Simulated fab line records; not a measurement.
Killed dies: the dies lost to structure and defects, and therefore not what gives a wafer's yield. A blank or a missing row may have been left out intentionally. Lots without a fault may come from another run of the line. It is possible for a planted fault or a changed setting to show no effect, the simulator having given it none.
fab line records -- flow n5-finfet
record: lots: 8, wafers: 24, last-day: 17
route steps=1938 shown MOL_CONTACT_COAG@586 BEOL_M4@1111 PASSIVATION@1936
lots that met no fault: from a run of the same line without faults
start-h: hours from the record's opening day to when the first of the lot's shown wafers began -- wait-h: how many hours have passed since the lot's step before this one -- " the same as in the row above -- L1.1+2: a row that stands for several wafers -- - no value, or no start given -- * or withheld: withheld -- < > ~ a bound
route shown NAME@n: a module of which the file shows steps, and the number in the route of the first -- usual: mean and standard deviation over wafers with no fault -- same: alike in all rows -- chamber/n: place in a boat -- sites: per-site readings -- _std_site: the values' standard deviation -- _edge_site: inner sites' mean taken away from outer sites' mean -- radius-mm: how far each site lies from the wafer's centre -- mask NAME#n: copy n -- behind: tool/chamber where the wafer was last shaped -- hold: reason for holding the lot/hours on hold/outcome of the hold -- device: which transistor (n, p or np) failed to switch -- end of line: tests of these same wafers at the route's end -- a step without rows: its recipe alone -- killed: dies lost to structure and defects at the first sort, not the wafer's yield -- map: a wafer's dies, marking killed ones x, the rest . and places with no die _
set.NAME: the setting as run; set.NAME@STEP: as run at that earlier step -- model.NAME: the simulator's own value behind a step, which no gauge read
the route's steps for a sample of lots (tables are steps, rows are wafers)
services: the hour from which a tool's chamber was out of use, counted from the record's first day as start-h (under 0 if before that day), plus the number of hours and why
== steps ==
step: N5_MOL_CONTACT_COAG_VIA_ETCH_46
recipe: chemistry: C4F6/O2, target-depth-a: 460, overetch-a: 92, mask-material: SOC, target: SiO2, bias-w: 455, pressure-mtorr: 10, time-s: 40, source-w: 325, Ar_flow_sccm: 300, C4F6_flow_sccm: 10, O2_flow_sccm: 10, ion-energy-ev: 575.3, ends: end-point
usual: drypump-motor-current-A: 5.8/0.55, oes-product-au: 0.70/0.065, rf-vpp-V: 1596/13, showerhead-plenum-p-Torr: 2.84/0.089, throttle-valve-pct: 40.9/0.37
lot.wafer,tool,chamber,start-h,wait-h,drypump-motor-current-A,oes-product-au,rf-hours-counter-h,rf-vpp-V,showerhead-plenum-p-Torr,throttle-valve-pct
L211.2,rie-diel-06,3,111.18,0.0,4.9,0.74,67,1611,2.87,41.2
L211.4,rie-diel-06,1,111.18,0.0,5.7,0.69,118,1608,2.97,41.3
L211.6,rie-diel-06,1,111.18,0.0,5.8,0.67,-,1607,2.97,41.2
L215.1,rie-diel-04,1,133.86,0.0,6.0,0.60,246,1585,2.79,40.7
L215.3,rie-diel-04,2,133.86,0.0,5.8,0.76,50,1605,2.77,41.1
L215.6,rie-diel-04,2,133.86,0.0,5.9,0.76,-,1605,2.77,41.1
L218.1,rie-diel-06,2,149.07,0.0,6.0,0.67,146,1600,2.73,40.5
L218.2,rie-diel-06,3,149.07,0.0,4.9,0.73,79,1610,2.87,41.2
L218.4,rie-diel-06,0,149.07,0.0,6.8,0.71,102,1591,2.74,40.1
L220.2,rie-diel-04,3,168.49,0.0,6.0,0.75,54,1613,3.00,40.8
L220.4,rie-diel-04,0,168.49,0.0,6.5,0.62,-,1580,2.81,41.1
L220.6,rie-diel-04,3,168.49,0.0,6.0,0.75,-,1610,3.00,40.8
L221.1,rie-diel-06,2,169.04,0.0,6.0,0.65,154,1599,2.73,40.5
L221.2,rie-diel-06,0,169.04,0.0,6.8,0.72,105,1591,2.73,40.1
L221.4,rie-diel-06,1,169.04,0.0,5.7,0.67,138,1606,2.96,41.3
L222.2,rie-diel-06,2,176.81,0.0,6.0,0.67,157,1601,2.73,40.5
L222.5,rie-diel-06,3,176.81,0.0,4.9,0.73,-,1609,2.86,41.3
L222.6,rie-diel-06,2,176.81,0.0,5.9,0.66,-,1599,2.73,40.5
L230.1,rie-diel-02,0,229.40,0.0,5.2,0.76,43,1577,2.77,40.5
L230.3,rie-diel-02,2,229.40,0.0,6.5,0.73,100,1594,2.86,41.0
L230.4,rie-diel-02,3,229.40,0.0,5.1,0.60,242,1572,2.80,41.3
L232.1,rie-diel-02,0,238.38,0.0,5.2,0.76,46,1575,2.77,40.4
L232.4,rie-diel-02,2,238.38,0.0,6.5,0.72,104,1595,2.86,41.0
L232.5,rie-diel-02,1,238.38,0.0,5.5,0.62,-,1595,2.91,41.0
step: N5_MOL_CONTACT_COAG_INSPECT_42
recipe: mode: adi, inspect-instrument: brightfield
usual: raw-defect-count: 203/59
lot.wafer,tool,chamber,start-h,wait-h,raw-defect-count
L211.2,defect-inspect-02,-,112.05,0.0,132
L211.4,defect-inspect-02,-,112.05,0.0,204
L211.6,defect-inspect-02,-,112.05,0.0,117
L215.1,defect-inspect-01,-,134.76,0.1,194
L215.3,defect-inspect-01,-,134.76,0.1,179
L215.6,defect-inspect-01,-,134.76,0.1,179
L218.1,defect-inspect-01,-,149.81,0.1,235
L218.2,defect-inspect-01,-,149.81,0.1,242
L218.4,defect-inspect-01,-,149.81,0.1,266
L220.2,defect-inspect-01,-,169.36,0.0,205
L220.4,defect-inspect-01,-,169.36,0.0,244
L220.6,defect-inspect-01,-,169.36,0.0,310
L221.1,defect-inspect-01,-,169.79,0.1,656
L221.2,defect-inspect-01,-,169.79,0.1,708
L221.4,defect-inspect-01,-,169.79,0.1,751
L222.2,defect-inspect-02,-,177.68,0.0,637
L222.5,defect-inspect-02,-,177.68,0.0,599
L222.6,defect-inspect-02,-,177.68,0.0,667
L230.1,defect-inspect-02,-,230.27,0.1,287
L230.3,defect-inspect-02,-,230.27,0.1,209
L230.4,defect-inspect-02,-,230.27,0.1,173
L232.1,defect-inspect-02,-,239.24,0.1,211
L232.4,defect-inspect-02,-,239.24,0.1,258
L232.5,defect-inspect-02,-,239.24,0.1,251
step: N5_MOL_CONTACT_COAG_ETCH_65
recipe: chemistry: N2/H2, target: underlayer, target-depth-a: 130, mask-material: CAR-EUV, time-s: 10.4, ion-energy-ev: 200, pressure-mtorr: 30, source-w: 840, bias-w: 150, n2-flow-sccm: 200, h2-flow-sccm: 200, ends: cleared
usual: drypump-motor-current-A: 5.7/0.51, etch-rf-on-time-s: 10.37/0.19, h2-flow-sccm: 200.1/0.59, oes-product-au: 0.68/0.077, rf-vpp-V: 523.9/2.5, showerhead-plenum-p-Torr: 2.55/0.082, throttle-valve-pct: 17.9/0.3
lot.wafer,tool,chamber,start-h,wait-h,drypump-motor-current-A,etch-rf-on-time-s,h2-flow-sccm,oes-product-au,rf-hours-counter-h,rf-vpp-V,showerhead-plenum-p-Torr,throttle-valve-pct
L211.2,rie-diel-06,0,112.33,0.0,6.9,10.53,201.4,0.68,91,521.3,2.46,17.5
L211.4,rie-diel-06,1,112.33,0.0,5.7,10.39,201.2,0.65,118,528.1,2.67,18.2
L211.6,rie-diel-06,0,112.33,0.0,6.8,10.52,199.9,0.68,-,522.2,2.46,17.5
L215.1,rie-diel-06,3,134.93,0.0,4.9,10.07,199.7,0.71,75,523.5,2.58,18.0
L215.3,rie-diel-06,2,134.93,0.0,5.9,10.49,199.9,0.63,142,520.5,2.44,17.7
L215.6,rie-diel-06,3,134.93,0.0,4.9,10.26,199.5,0.70,-,524.9,2.58,18.0
L218.1,rie-diel-04,2,149.88,0.0,5.9,10.23,200.0,0.72,57,521.1,2.48,17.9
L218.2,rie-diel-04,1,149.88,0.0,5.9,10.46,199.6,0.57,253,521.9,2.50,18.1
L218.4,rie-diel-04,3,149.88,0.0,6.0,10.35,201.1,0.73,-,528.5,2.70,17.7
L220.2,rie-diel-06,2,169.43,0.0,5.9,10.52,199.9,0.63,154,521.2,2.44,17.6
L220.4,rie-diel-06,1,169.43,0.0,5.7,10.30,198.7,0.64,138,526.8,2.66,18.2
L220.6,rie-diel-06,2,169.43,0.0,5.9,10.52,200.2,0.62,-,521.3,2.44,17.7
L221.1,rie-diel-02,0,169.95,0.0,5.2,10.11,199.0,0.76,28,523.0,2.49,17.5
L221.2,rie-diel-02,3,169.95,0.0,5.1,10.79,199.8,0.56,227,522.3,2.52,18.5
L221.4,rie-diel-02,1,169.95,0.0,5.5,10.28,199.2,0.60,213,527.6,2.63,18.2
L222.2,rie-diel-04,0,177.75,0.0,6.5,10.41,199.7,0.58,246,522.8,2.49,18.0
L222.5,rie-diel-04,3,177.75,0.0,6.1,10.26,199.9,0.72,-,526.3,2.69,17.7
L222.6,rie-diel-04,0,177.75,0.0,6.5,10.37,200.1,0.59,-,522.6,2.49,18.0
L230.1,rie-diel-02,2,230.40,0.0,6.5,10.22,200.3,0.70,100,525.2,2.57,18.0
L230.3,rie-diel-02,0,230.40,0.0,5.3,10.23,200.2,0.73,43,523.1,2.49,17.6
L230.4,rie-diel-02,3,230.40,0.0,5.1,10.74,199.0,0.56,242,521.4,2.51,18.5
L232.1,rie-diel-04,2,239.49,0.0,5.9,10.32,200.2,0.69,94,521.7,2.46,18.0
L232.4,rie-diel-04,1,239.49,0.0,5.9,10.20,200.3,0.77,25,522.3,2.49,17.8
L232.5,rie-diel-04,1,239.49,0.0,6.0,10.13,200.5,0.79,-,521.0,2.49,17.8
step: N5_MOL_CONTACT_COAG_ETCH_67
recipe: chemistry: N2/H2, target: SOC, target-depth-a: 600, overetch-a: 210, mask-material: SiARC, temp-c: 40, time-s: 101.2, ion-energy-ev: 200, pressure-mtorr: 30, source-w: 840, bias-w: 150, n2-flow-sccm: 200, h2-flow-sccm: 200
usual: drypump-motor-current-A: 5.8/0.6, h2-flow-sccm: 199.9/0.58, oes-product-au: 0.65/0.057, rf-vpp-V: 523.8/2.4, showerhead-plenum-p-Torr: 2.54/0.085, throttle-valve-pct: 17.87/0.28
lot.wafer,tool,chamber,start-h,wait-h,drypump-motor-current-A,h2-flow-sccm,oes-product-au,rf-hours-counter-h,rf-vpp-V,showerhead-plenum-p-Torr,throttle-valve-pct
L211.2,rie-diel-04,2,112.77,0.0,5.9,199.2,0.72,41,522.2,2.48,17.82
L211.4,rie-diel-04,0,112.77,0.0,6.5,199.3,0.59,-,524.0,2.50,17.86
L211.6,rie-diel-04,3,112.77,0.0,6.0,200.0,0.73,-,529.4,2.70,17.65
L215.1,rie-diel-06,0,135.24,0.0,6.8,200.0,0.66,98,521.8,2.46,17.49
L215.3,rie-diel-06,3,135.24,0.0,4.9,199.8,0.69,75,525.4,2.58,18.00
L215.6,rie-diel-06,3,135.24,0.0,4.9,199.6,0.68,-,525.4,2.58,17.99
L218.1,rie-diel-06,1,150.19,0.0,5.7,199.3,0.63,129,528.0,2.66,18.19
L218.2,rie-diel-06,0,150.19,0.0,6.8,200.6,0.67,103,521.8,2.46,17.48
L218.4,rie-diel-06,3,150.19,0.0,4.9,200.5,0.68,80,524.3,2.58,18.00
L220.2,rie-diel-04,2,169.93,0.0,5.8,199.9,0.70,66,522.1,2.47,17.87
L220.4,rie-diel-04,0,169.93,0.0,6.5,198.6,0.57,-,523.0,2.50,17.91
L220.6,rie-diel-04,3,169.93,0.0,6.0,200.6,0.71,-,527.3,2.69,17.68
L221.1,rie-diel-02,3,170.33,0.0,5.1,200.2,0.56,227,522.2,2.52,18.45
L221.2,rie-diel-02,2,170.33,0.0,6.5,199.7,0.70,85,524.3,2.57,17.94
L221.4,rie-diel-02,1,170.33,0.0,5.5,200.4,0.59,213,525.6,2.63,18.13
L222.2,rie-diel-06,2,178.07,0.0,5.9,200.7,0.62,157,520.7,2.43,17.62
L222.5,rie-diel-06,2,178.07,0.0,5.9,200.3,0.61,-,520.1,2.43,17.63
L222.6,rie-diel-06,3,178.07,0.0,4.9,199.6,0.67,-,525.5,2.57,18.02
L230.1,rie-diel-06,1,230.71,0.0,5.7,199.9,0.62,161,526.2,2.65,18.23
L230.3,rie-diel-06,3,230.71,0.0,4.9,200.1,0.65,112,524.6,2.56,18.06
L230.4,rie-diel-06,2,230.71,0.0,6.0,199.4,0.59,177,521.3,2.43,17.68
L232.1,rie-diel-02,1,239.82,0.0,5.5,200.1,0.58,231,526.0,2.62,18.18
L232.4,rie-diel-02,0,239.82,0.0,5.3,199.4,0.71,47,522.9,2.49,17.54
L232.5,rie-diel-02,2,239.82,0.0,6.5,200.7,0.68,-,524.4,2.56,17.97
step: N5_MOL_CONTACT_COAG_ETCHBACK_136
recipe: chemistry: CHF3, target: SiO2, target-depth-a: 250, time-s: 16.7, ion-energy-ev: 200, pressure-mtorr: 30, source-w: 610, bias-w: 170, Ar_flow_sccm: 200, CHF3_flow_sccm: 50
usual: drypump-motor-current-A: 5.8/0.6, oes-product-au: 0.78/0.073, rf-vpp-V: 528/4.4, showerhead-plenum-p-Torr: 2.38/0.076, throttle-valve-pct: 18.73/0.27
lot.wafer,tool,chamber,start-h,wait-h,drypump-motor-current-A,oes-product-au,rf-hours-counter-h,rf-vpp-V,showerhead-plenum-p-Torr,throttle-valve-pct
L211.2,rie-diel-04,2,112.86,0.0,5.8,0.88,41,530,2.32,18.68
L211.4,rie-diel-04,0,112.86,0.0,6.5,0.69,-,522,2.36,18.89
L211.6,rie-diel-04,3,112.86,0.0,6.0,0.89,-,533,2.52,18.52
L215.1,rie-diel-06,0,135.33,0.0,6.8,0.79,98,525,2.29,18.37
L215.3,rie-diel-06,3,135.33,0.0,4.9,0.82,75,534,2.41,18.74
L215.6,rie-diel-06,3,135.33,0.0,4.9,0.82,-,531,2.41,18.77
L218.1,rie-diel-06,1,150.28,0.0,5.7,0.76,129,530,2.48,19.03
L218.2,rie-diel-06,0,150.28,0.0,6.8,0.79,103,526,2.29,18.36
L218.4,rie-diel-06,3,150.28,0.0,4.9,0.82,80,532,2.40,18.76
L220.2,rie-diel-04,2,170.02,0.0,5.8,0.83,66,530,2.31,18.72
L220.4,rie-diel-04,0,170.02,0.0,6.6,0.68,-,521,2.35,18.93
L220.6,rie-diel-04,3,170.02,0.0,6.0,0.85,-,532,2.51,18.58
L221.1,rie-diel-02,3,170.42,0.0,5.1,0.66,227,519,2.35,19.21
L221.2,rie-diel-02,2,170.42,0.0,6.5,0.83,85,529,2.41,18.87
L221.4,rie-diel-02,1,170.42,0.0,5.5,0.70,213,526,2.45,18.94
L222.2,rie-diel-06,2,178.16,0.0,5.9,0.72,158,528,2.29,18.59
L222.5,rie-diel-06,2,178.16,0.0,5.9,0.73,-,529,2.29,18.57
L222.6,rie-diel-06,3,178.16,0.0,4.9,0.80,-,531,2.40,18.77
L230.1,rie-diel-06,1,230.80,0.0,5.7,0.73,161,531,2.47,19.09
L230.3,rie-diel-06,3,230.80,0.0,4.9,0.78,112,531,2.39,18.83
L230.4,rie-diel-06,2,230.80,0.0,5.9,0.71,177,528,2.28,18.60
L232.1,rie-diel-02,1,239.91,0.0,5.5,0.69,231,526,2.44,19.00
L232.4,rie-diel-02,0,239.91,0.0,5.3,0.86,47,521,2.32,18.25
L232.5,rie-diel-02,2,239.91,0.0,6.5,0.80,-,527,2.40,18.89
step: N5_BEOL_M4_RC_MEAS_101
usual: DIBL_N: 36.3/1, DIBL_P: 36.2/1.4, IOFF_N: 0.157/0.021, IOFF_P: 0.206/0.025, ION_N: 673/9, ION_P: 461/6.4, SS_N: 71.5/0.5, SS_P: 73.2/0.47, VT_N: 249.9/2.4, VT_P: -250.6/2.9
lot.wafer,tool,chamber,start-h,wait-h,DIBL_N[mV/V],DIBL_P[mV/V],IOFF_N[nA/um],IOFF_P[nA/um],ION_N[uA/um],ION_P[uA/um],SS_N[mV/dec],SS_P[mV/dec],VT_N[mV],VT_P[mV]
L211.2,prober-02,0,178.17,0.2,36.3,36.9,0.150,0.209,659,457,71.7,72.9,252.3,-251.1
L211.4,prober-02,0,178.17,0.2,35.5,36.1,0.134,0.194,657,452,71.6,73.6,255.2,-251.2
L211.6,prober-02,0,178.17,0.2,37.9,38.2,0.171,0.225,669,461,72.7,74.3,250.0,-252.0
L215.1,prober-01,0,201.54,0.0,37.5,35.9,0.151,0.199,668,464,71.5,73.9,250.2,-249.6
L215.3,prober-01,0,201.54,0.0,39.5,38.7,0.202,0.242,686,467,72.3,73.3,246.9,-247.3
L215.6,prober-01,0,201.54,0.0,38.3,37.6,0.181,0.226,686,469,71.5,73.5,250.7,-250.6
L218.1,prober-02,0,211.26,0.0,35.4,35.4,0.140,0.180,663,451,70.8,73.5,252.7,-250.7
L218.2,prober-02,0,211.26,0.0,36.5,36.8,0.175,0.203,685,465,72.0,73.5,246.5,-250.9
L218.4,prober-02,0,211.26,0.0,36.2,35.5,0.159,0.186,661,450,71.9,73.4,250.9,-254.0
L220.2,prober-01,0,234.04,0.2,36.5,35.9,0.161,0.207,675,461,71.6,72.9,248.3,-252.3
L220.4,prober-01,0,234.04,0.2,35.9,35.9,0.152,0.208,670,465,71.8,72.8,250.5,-248.5
L220.6,prober-01,0,234.04,0.2,35.5,35.2,0.155,0.199,674,469,71.9,72.5,249.1,-248.3
L221.1,prober-02,0,237.13,0.0,37.0,37.4,0.161,0.206,671,460,71.6,73.0,253.7,-251.2
L221.2,prober-02,0,237.13,0.0,37.3,37.7,0.164,0.208,668,455,72.2,73.4,250.5,-253.6
L221.4,prober-02,0,237.13,0.0,37.2,38.3,0.170,0.222,687,462,72.1,72.6,247.8,-251.6
L222.2,prober-01,0,247.33,0.2,35.0,34.8,0.146,0.197,674,465,71.1,72.9,250.0,-252.0
L222.5,prober-01,0,247.33,0.2,35.3,35.0,0.152,0.201,661,454,71.4,73.1,254.8,-248.4
L222.6,prober-01,0,247.33,0.2,36.3,36.4,0.173,0.220,677,459,71.4,72.9,247.7,-250.4
L230.1,prober-01,0,289.16,0.0,35.8,34.6,0.141,0.206,679,470,71.0,73.2,250.3,-247.9
L230.3,prober-01,0,289.16,0.0,36.5,34.8,0.147,0.210,665,463,71.5,72.5,248.9,-246.2
L230.4,prober-01,0,289.16,0.0,35.6,34.3,0.142,0.208,681,472,71.0,72.6,250.8,-247.9
L232.1,prober-02,0,306.57,0.0,36.6,39.0,0.183,0.210,688,469,71.7,73.4,246.7,-247.7
L232.4,prober-02,0,306.57,0.0,37.6,40.5,0.208,0.230,697,462,71.7,73.7,247.3,-248.8
L232.5,prober-02,0,306.57,0.0,36.7,38.5,0.187,0.207,686,462,72.0,73.4,246.2,-249.5
step: N5_PASSIVATION_PROBE_49
usual: defect-limited-yield: 91.1/1.3, killed_at_M0_to_M3: 36/10, killed_at_M4_up: 14/4.4, killed-at-contacts: 14/5.7, killed-at-front-end: 39/9.4, killed-at-other: 2.9/2.6, killed-dies: 105/15, killed-on-rim: 14/3.5, killed-open: 70/12, killed-short: 34/7.1, sort_bin_5_function: 5.3/0.77, sort_bin_6_memory: 3.3/0.66, sort-n-pass: 1075/15, sort-yield-pct: 91.1/1.3
same: gross-dies: 1180, killed-at-back-side: 0, sort_bin_4_leakage[%]: 0, sort_bin_8_speed[%]: 0
lot.wafer,tool,chamber,start-h,wait-h,defect-limited-yield[%],killed_at_M0_to_M3,killed_at_M4_up,killed-at-contacts,killed-at-front-end,killed-at-other,killed-dies,killed-on-rim,killed-open,killed-short,sort_bin_5_function[%],sort_bin_6_memory[%],sort-n-pass,sort-yield-pct[%]
L221.1,prober-01,-,336.23,0.0,84.4,33,13,112,26,0,184,27,79,15,10.5,3.4,996,84.4
L221.2,prober-01,-,336.28,0.1,81.0,31,20,132,40,1,224,15,67,38,12.4,4.6,956,81.0
L221.4,prober-01,-,336.38,0.2,85.2,31,8,102,33,1,175,25,57,31,9.1,3.7,1005,85.2
L222.2,prober-01,-,345.69,0.1,84.3,39,11,101,28,6,185,24,67,27,10.3,4.1,995,84.3
L222.5,prober-01,-,345.84,0.2,82.4,47,12,112,31,6,208,31,74,35,11.3,4.4,972,82.4
L222.6,prober-01,-,345.89,0.3,84.5,35,11,100,35,2,183,25,55,35,10.8,3.0,997,84.5
killed by level:class
L221.1 MOL_CONTACT_COAG:unspecified=90 MOL_CONTACT_COAG:geometric-particle:open=18 BEOL_M2:geometric-particle:open=9 FIN_SAQP:geometric-particle:open=8 BEOL_M3:geometric-particle:open=8 STI_FIN_REVEAL:geometric-particle:open=6 BEOL_M1:geometric-particle:open=6 GATE_CUT:geometric-particle:open=4
L221.2 MOL_CONTACT_COAG:unspecified=118 FIN_SAQP:geometric-particle:short=14 BEOL_M2:geometric-particle:open=11 MOL_CONTACT_COAG:geometric-particle:open=10 FIN_SAQP:geometric-particle:open=9 BEOL_M4:geometric-particle:open=8 BEOL_M0_SAQP:geometric-particle:open=5 BEOL_M0_SAQP:geometric-particle:short=5
L221.4 MOL_CONTACT_COAG:unspecified=87 BEOL_M3:geometric-particle:open=9 FIN_SAQP:geometric-particle:open=8 MOL_CONTACT_COAG:geometric-particle:open=8 MOL_CONTACT_COAG:geometric-particle:short=7 BEOL_M0_SAQP:geometric-particle:open=6 GATE_CUT:geometric-particle:short=5 BEOL_M2:geometric-particle:open=5
L222.2 MOL_CONTACT_COAG:unspecified=91 MOL_CONTACT_COAG:geometric-particle:open=8 BEOL_M4:geometric-particle:open=8 STI_FIN_REVEAL:geometric-particle:open=7 BEOL_M0_SAQP:geometric-particle:open=7 BEOL_M2:geometric-particle:open=7 BEOL_M3:geometric-particle:open=7 BEOL_M3:geometric-particle:short=6
L222.5 MOL_CONTACT_COAG:unspecified=97 BEOL_M2:geometric-particle:open=11 MOL_CONTACT_COAG:geometric-particle:open=11 BEOL_M3:geometric-particle:open=10 BEOL_M0_SAQP:geometric-particle:short=8 BEOL_M0_SAQP:geometric-particle:open=7 STI_FIN_REVEAL:geometric-particle:open=6 DUMMY_GATE:geometric-particle:open=5
L222.6 MOL_CONTACT_COAG:unspecified=93 STI_FIN_REVEAL:geometric-particle:open=10 BEOL_M3:geometric-particle:open=9 BEOL_M1:geometric-particle:open=7 BEOL_M4:geometric-particle:open=7 DUMMY_GATE:geometric-particle:open=5 MOL_CONTACT_COAG:geometric-particle:open=5 BEOL_M2:geometric-particle:short=5
== services ==
tool,chamber,start-h,hours,kind
rie-diel-04,0,96.47,9.4,repair
rie-diel-04,1,108.49,18.2,repair
rie-diel-04,1,151.30,-,clean
rie-diel-04,1,151.30,-,consumable-replace:focus-ring
rie-diel-04,1,151.30,20.6,scheduled-down
rie-diel-04,1,151.30,20.6,vent-cycle
rie-diel-06,2,154.30,2.7,repair
rie-diel-02,-,187.98,14.6,pm
rie-diel-04,0,191.11,-,clean
rie-diel-04,0,191.11,-,consumable-replace:focus-ring
rie-diel-04,0,191.11,17.0,scheduled-down
rie-diel-04,0,191.11,17.0,vent-cycle
rie-diel-04,1,209.25,5.5,repair
rie-diel-04,0,234.06,1.5,repair
== key ==
first-sign: step: N5_MOL_CONTACT_COAG_INSPECT_42, reading: raw-defect-count, direction: up, sigmas: 7.8, usual: 203, struck: 670
effect: step: N5_PASSIVATION_PROBE_49, reading: killed-at-contacts, direction: up, sigmas: 17, usual: 14, struck: 110
more-kills-born-at: N5_MOL_CONTACT_COAG_VIA_ETCH_46@rie-diel-06: 576
met-at N5_MOL_CONTACT_COAG_VIA_ETCH_46
struck-lots L221,L222
not-acting-at N5_MOL_CONTACT_COAG_ETCH_65,N5_MOL_CONTACT_COAG_ETCH_67,N5_MOL_CONTACT_COAG_ETCHBACK_136
onset-between 149.07 169.04
fault: kind: chamber-particle-source, tool: rie-diel-06, chamber: -, onset-h: 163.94, steps: N5_MOL_CONTACT_COAG_VIA_ETCH_46, rate-per-visit-cm2: 0.73486, end-h: 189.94
